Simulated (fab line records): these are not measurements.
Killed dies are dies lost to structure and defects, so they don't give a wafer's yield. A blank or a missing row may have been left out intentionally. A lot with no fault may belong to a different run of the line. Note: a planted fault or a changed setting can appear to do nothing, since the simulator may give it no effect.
A sampling plan put to the test	flow n5 finfet	one fab line, 45 faults that these records tell of, each judged on the records of the lots that it struck; 1 more is left out, because the records don't allow judging it
The plan consists of the line's own looks: route steps at which the wafer is read by a gauge or an inspection but not changed. A look can be judged if struck wafers have a number there and the file gives its usual mean and standard deviation on fault-free wafers. Caught: at a look after the fault's first step, the mean of the struck wafers lies 4 or more of those standard deviations (sigma) from the usual mean. On the tool: the test repeated on the tool's own readings taken at the fault's steps. Also counted as caught: the struck wafers showing another recipe, or a record that is empty for them alone.

THE FAULTS, as the simulator had put them in
1. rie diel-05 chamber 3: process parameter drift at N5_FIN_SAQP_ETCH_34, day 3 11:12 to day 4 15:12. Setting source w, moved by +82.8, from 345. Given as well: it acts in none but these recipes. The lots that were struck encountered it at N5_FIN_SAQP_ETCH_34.
2. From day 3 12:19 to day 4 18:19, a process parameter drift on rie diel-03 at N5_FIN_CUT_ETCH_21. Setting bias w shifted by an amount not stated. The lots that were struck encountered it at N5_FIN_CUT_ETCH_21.
3. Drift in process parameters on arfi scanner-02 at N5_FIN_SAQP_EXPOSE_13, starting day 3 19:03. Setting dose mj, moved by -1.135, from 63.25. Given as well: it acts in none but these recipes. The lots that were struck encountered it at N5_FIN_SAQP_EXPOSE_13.
4. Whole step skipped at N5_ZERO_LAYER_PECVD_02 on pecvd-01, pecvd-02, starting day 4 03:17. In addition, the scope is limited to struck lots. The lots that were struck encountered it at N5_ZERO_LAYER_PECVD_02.
5. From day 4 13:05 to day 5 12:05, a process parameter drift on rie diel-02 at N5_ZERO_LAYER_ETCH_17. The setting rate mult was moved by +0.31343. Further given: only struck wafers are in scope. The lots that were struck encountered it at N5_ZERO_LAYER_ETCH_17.
6. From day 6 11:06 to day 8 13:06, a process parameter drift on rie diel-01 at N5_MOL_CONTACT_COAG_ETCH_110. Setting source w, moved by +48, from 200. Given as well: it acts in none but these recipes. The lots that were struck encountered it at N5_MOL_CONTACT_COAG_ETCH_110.
7. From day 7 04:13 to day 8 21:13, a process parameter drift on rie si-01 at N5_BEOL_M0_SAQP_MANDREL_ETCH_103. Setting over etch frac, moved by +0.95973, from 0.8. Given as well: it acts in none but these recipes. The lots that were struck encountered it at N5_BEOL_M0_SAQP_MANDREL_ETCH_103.
8. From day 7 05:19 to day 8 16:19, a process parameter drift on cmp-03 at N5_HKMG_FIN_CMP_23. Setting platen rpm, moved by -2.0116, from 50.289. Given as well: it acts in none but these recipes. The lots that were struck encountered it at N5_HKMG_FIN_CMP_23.
9. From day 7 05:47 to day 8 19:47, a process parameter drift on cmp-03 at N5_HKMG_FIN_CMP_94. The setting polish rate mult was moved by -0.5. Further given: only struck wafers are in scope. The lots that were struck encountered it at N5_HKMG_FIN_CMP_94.
10. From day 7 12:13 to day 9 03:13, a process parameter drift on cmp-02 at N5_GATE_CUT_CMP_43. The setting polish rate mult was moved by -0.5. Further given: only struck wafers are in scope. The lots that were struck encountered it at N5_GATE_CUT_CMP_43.
11. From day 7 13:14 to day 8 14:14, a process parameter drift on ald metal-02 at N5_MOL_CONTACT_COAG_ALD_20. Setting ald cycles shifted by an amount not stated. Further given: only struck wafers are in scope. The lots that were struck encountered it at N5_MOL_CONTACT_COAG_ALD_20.
12. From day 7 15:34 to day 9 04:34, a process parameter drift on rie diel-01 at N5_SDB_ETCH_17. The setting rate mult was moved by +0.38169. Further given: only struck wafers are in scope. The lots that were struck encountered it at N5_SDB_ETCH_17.
13. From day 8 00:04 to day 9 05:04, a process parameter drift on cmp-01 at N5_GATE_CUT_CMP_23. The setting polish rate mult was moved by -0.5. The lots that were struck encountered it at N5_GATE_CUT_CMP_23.
14. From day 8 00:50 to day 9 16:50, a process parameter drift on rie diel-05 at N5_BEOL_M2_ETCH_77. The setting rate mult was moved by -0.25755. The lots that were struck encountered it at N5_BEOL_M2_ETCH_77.
15. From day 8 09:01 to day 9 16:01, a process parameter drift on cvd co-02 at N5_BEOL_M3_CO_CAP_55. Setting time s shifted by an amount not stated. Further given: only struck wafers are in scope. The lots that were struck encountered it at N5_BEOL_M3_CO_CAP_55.
16. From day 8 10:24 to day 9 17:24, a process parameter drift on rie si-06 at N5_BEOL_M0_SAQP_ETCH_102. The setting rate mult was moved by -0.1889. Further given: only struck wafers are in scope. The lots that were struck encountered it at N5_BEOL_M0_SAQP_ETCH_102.
17. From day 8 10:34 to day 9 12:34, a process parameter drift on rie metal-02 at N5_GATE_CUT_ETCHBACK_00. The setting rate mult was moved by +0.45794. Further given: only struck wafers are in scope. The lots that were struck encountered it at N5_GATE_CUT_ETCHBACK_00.
18. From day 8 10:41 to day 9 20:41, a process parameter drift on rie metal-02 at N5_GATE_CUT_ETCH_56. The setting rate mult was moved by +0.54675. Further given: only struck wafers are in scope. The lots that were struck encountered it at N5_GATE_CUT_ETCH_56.
19. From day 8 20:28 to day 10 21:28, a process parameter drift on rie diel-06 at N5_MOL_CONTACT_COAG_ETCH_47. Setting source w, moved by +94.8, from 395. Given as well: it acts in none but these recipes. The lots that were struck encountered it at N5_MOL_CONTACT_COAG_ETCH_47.
20. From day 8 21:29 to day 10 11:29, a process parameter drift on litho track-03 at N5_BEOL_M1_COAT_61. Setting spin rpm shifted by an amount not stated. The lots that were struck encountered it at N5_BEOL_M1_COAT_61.
21. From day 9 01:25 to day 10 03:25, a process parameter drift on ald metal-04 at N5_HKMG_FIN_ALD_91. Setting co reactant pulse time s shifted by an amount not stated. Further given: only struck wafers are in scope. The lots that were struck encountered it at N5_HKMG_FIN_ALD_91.
22. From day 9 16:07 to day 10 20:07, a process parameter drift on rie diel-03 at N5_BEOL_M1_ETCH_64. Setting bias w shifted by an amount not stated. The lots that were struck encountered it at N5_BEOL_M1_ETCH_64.
23. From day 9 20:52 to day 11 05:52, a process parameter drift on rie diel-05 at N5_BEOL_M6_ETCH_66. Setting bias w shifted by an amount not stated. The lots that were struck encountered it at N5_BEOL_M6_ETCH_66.
24. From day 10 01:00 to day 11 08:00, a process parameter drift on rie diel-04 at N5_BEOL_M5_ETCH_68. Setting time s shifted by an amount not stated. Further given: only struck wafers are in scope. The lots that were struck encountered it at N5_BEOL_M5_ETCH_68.
25. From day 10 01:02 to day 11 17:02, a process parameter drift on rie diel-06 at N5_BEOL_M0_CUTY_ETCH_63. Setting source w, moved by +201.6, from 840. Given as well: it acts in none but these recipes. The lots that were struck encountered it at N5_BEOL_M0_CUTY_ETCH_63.
26. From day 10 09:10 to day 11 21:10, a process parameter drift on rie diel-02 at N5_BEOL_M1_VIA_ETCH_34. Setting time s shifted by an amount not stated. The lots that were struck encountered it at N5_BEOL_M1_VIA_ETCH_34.
27. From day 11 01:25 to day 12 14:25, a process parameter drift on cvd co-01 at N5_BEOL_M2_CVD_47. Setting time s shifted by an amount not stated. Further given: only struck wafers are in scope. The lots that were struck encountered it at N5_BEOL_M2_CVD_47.
28. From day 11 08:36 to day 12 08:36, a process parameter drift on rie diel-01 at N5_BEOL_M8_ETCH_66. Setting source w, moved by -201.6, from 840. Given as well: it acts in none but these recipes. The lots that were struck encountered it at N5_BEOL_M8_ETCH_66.
29. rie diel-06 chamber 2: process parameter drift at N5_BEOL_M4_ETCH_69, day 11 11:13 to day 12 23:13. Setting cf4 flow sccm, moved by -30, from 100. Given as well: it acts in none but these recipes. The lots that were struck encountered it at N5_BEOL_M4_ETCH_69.
30. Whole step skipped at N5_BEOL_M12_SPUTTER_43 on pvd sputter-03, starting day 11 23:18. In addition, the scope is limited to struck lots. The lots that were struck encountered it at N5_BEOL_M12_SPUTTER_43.
31. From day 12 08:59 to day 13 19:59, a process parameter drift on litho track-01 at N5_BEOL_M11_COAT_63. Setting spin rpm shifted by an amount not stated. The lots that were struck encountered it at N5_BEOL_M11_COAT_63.
32. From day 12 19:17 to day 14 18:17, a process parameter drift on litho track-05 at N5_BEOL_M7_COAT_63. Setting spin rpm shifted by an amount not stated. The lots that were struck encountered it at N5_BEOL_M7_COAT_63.
33. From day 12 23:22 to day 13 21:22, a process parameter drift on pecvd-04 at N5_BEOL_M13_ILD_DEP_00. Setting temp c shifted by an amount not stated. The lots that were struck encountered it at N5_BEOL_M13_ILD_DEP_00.
34. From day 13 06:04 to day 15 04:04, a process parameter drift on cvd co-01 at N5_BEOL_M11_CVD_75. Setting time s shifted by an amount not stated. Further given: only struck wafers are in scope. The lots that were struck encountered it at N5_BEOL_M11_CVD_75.
35. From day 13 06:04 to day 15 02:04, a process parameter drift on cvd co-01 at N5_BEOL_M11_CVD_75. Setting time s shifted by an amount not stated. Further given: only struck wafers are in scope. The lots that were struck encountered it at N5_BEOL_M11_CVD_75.
36. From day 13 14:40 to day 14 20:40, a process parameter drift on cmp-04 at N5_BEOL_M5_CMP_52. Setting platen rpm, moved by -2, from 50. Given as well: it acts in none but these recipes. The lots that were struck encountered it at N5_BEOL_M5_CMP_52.
37. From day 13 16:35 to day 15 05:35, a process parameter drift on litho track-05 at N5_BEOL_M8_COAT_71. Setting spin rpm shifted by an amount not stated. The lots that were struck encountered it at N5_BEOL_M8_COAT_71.
38. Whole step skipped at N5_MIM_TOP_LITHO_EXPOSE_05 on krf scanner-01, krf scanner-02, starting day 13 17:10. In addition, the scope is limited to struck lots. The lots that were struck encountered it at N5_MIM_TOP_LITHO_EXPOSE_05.
39. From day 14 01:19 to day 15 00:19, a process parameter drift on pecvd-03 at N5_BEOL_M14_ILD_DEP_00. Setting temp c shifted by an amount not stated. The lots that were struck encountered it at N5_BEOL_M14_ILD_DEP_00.
40. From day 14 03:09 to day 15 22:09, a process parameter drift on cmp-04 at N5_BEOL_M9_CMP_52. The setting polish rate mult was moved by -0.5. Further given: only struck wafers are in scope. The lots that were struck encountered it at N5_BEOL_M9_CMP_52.
41. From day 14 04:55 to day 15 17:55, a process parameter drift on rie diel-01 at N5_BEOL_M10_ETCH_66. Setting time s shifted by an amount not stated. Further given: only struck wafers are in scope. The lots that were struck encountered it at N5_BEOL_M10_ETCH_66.
42. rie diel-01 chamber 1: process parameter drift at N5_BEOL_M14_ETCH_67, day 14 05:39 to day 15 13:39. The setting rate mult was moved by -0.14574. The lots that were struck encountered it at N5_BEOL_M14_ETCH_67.
43. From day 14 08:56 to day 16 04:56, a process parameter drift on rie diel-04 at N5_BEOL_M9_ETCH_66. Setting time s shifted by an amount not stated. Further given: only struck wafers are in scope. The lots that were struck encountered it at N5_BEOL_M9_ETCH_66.
44. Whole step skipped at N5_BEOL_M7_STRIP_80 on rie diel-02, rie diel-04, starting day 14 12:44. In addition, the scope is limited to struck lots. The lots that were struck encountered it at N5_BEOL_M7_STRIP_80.
45. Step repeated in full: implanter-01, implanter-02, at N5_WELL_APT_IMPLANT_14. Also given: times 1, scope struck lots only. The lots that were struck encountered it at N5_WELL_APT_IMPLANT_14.

WHAT THE PLAN SAW
fault	on the tool itself	first look that catches it	reading, sigma	median hours from its first step to that look	hours from the fault's start to the first struck lot there	judged looks passed uncaught
1	rf fwd power W +84 sigma	not the one look that can be judged after it	-	-	-	1
2	bias w -15 sigma	not the one look that can be judged after it	-	-	-	1
3	exposure dose mJ cm2 -16 sigma	no look after it can be judged	-	-	-	0
4	the tool's record is blank for the struck wafers	N5_BEOL_M4_RC_MEAS_101	CJ_N -11	169.1	184	2
5	only faintly: oes product au +3.8 sigma	none of the 3 looks that can be judged after it	-	-	-	3
6	rf fwd power W +56 sigma	not the one look that can be judged after it	-	-	-	1
7	oes product au -12 sigma	not the one look that can be judged after it	-	-	-	1
8	platen rpm -59 sigma	not the one look that can be judged after it	-	-	-	1
9	under 2 sigma	not the one look that can be judged after it	-	-	-	1
10	under 2 sigma	not the one look that can be judged after it	-	-	-	1
11	under 2 sigma	not the one look that can be judged after it	-	-	-	1
12	etch rf on time s -10 sigma	not the one look that can be judged after it	strongest: DIBL_N at N5_BEOL_M4_RC_MEAS_101, -2.0	-	-	1
13	time to endpoint s +7.2 sigma	not the one look that can be judged after it	-	-	-	1
14	etch rf on time s +14 sigma	not the one look that can be judged after it	-	-	-	1
15	run length s +99 or beyond sigma	none of the 2 looks that can be judged after it	-	-	-	2
16	oes product au -6.0 sigma	none of the 2 looks that can be judged after it	-	-	-	2
17	only faintly: oes product au +3.8 sigma	not the one look that can be judged after it	-	-	-	1
18	oes product au +4.7 sigma	not the one look that can be judged after it	-	-	-	1
19	rf fwd power W +56 sigma	not the one look that can be judged after it	-	-	-	1
20	spin speed rpm -99 or beyond sigma	not the one look that can be judged after it	-	-	-	1
21	under 2 sigma	not the one look that can be judged after it	-	-	-	1
22	bias w +13 sigma	none of the 2 looks that can be judged after it	-	-	-	2
23	bias w -59 sigma	not the one look that can be judged after it	-	-	-	1
24	run length s +57 sigma	no look after it can be judged	-	-	-	0
25	rf fwd power W +72 sigma	none of the 2 looks that can be judged after it	-	-	-	2
26	run length s +30 sigma	not the one look that can be judged after it	-	-	-	1
27	run length s -99 or beyond sigma	not the one look that can be judged after it	-	-	-	1
28	rf fwd power W -64 sigma	no look after it can be judged	-	-	-	0
29	cf4 flow sccm -99 or beyond sigma	not the one look that can be judged after it	-	-	-	1
30	the tool's record is blank for the struck wafers	no look after it can be judged	-	-	-	0
31	spin speed rpm -99 or beyond sigma	no look after it can be judged	-	-	-	0
32	spin speed rpm -99 or beyond sigma	no look after it can be judged	-	-	-	0
33	susceptor temp C +23 sigma	no look after it can be judged	-	-	-	0
34	run length s -4.6 sigma	no look after it can be judged	-	-	-	0
35	run length s -99 or beyond sigma	no look after it can be judged	-	-	-	0
36	platen rpm -53 sigma	no look after it can be judged	-	-	-	0
37	spin speed rpm -59 sigma	no look after it can be judged	-	-	-	0
38	no reading that can be judged	no look after it can be judged	-	-	-	0
39	susceptor temp C +5.6 sigma	no look after it can be judged	-	-	-	0
40	overpolish run s -99 or beyond sigma	N5_BEOL_M9_THK_MEAS_53	M9_THK +36	0.2	2	0
41	run length s +99 or beyond sigma	no look after it can be judged	-	-	-	0
42	etch rf on time s +9.4 sigma	not the one look that can be judged after it	-	-	-	1
43	run length s +14 sigma	no look after it can be judged	-	-	-	0
44	the tool's record is blank for the struck wafers	no look after it can be judged	-	-	-	0
45	under 2 sigma	not the one look that can be judged after it	-	-	-	1
A dash: this means the fault isn't caught or the number doesn't appear in these records.

Caught at a look: 2 of 45. Caught on the tool: 37 of 45. By one or the other: 37 of 45.
Faults 1, 2, 3, 6, 7, 8, 12, 13, 14, 15, 16, 18, 19, 20, 22, 23, 24, 25, 26, 27, 28, 29, 30, 31, 32, 33, 34, 35, 36, 37, 39, 41, 42, 43, 44 were caught on the tool alone.
Caught by neither: faults 5, 9, 10, 11, 17, 21, 38, 45.

THINNER SAMPLING
If the look that catches a fault measured only every second or every third lot, by lot number, the first struck lot would be measured this late in the worst case:
fault	struck lots at that look, in order of time	every lot	every second lot	every third lot
4	L948	184 h	may miss it	may miss it
40	L299	2 h	may miss it	may miss it
Hours are from the fault's start to the first struck lot that is measured. Since the struck wafers were tested as one group against 4 sigma, a single lot by itself may lie under the limit. Other struck lots may not be in these records.

THE LONGEST TIMED WAY FROM STEP TO LOOK
In fault 4, a median of 169.1 hours elapses between N5_ZERO_LAYER_PECVD_02 and N5_BEOL_M4_RC_MEAS_101. The looks between them that can be judged stayed within 4 sigma: N5_WELL_APT_CD_MEAS_08, N5_PMOS_HMC_CHANNEL_EPI_INSPECT_11.
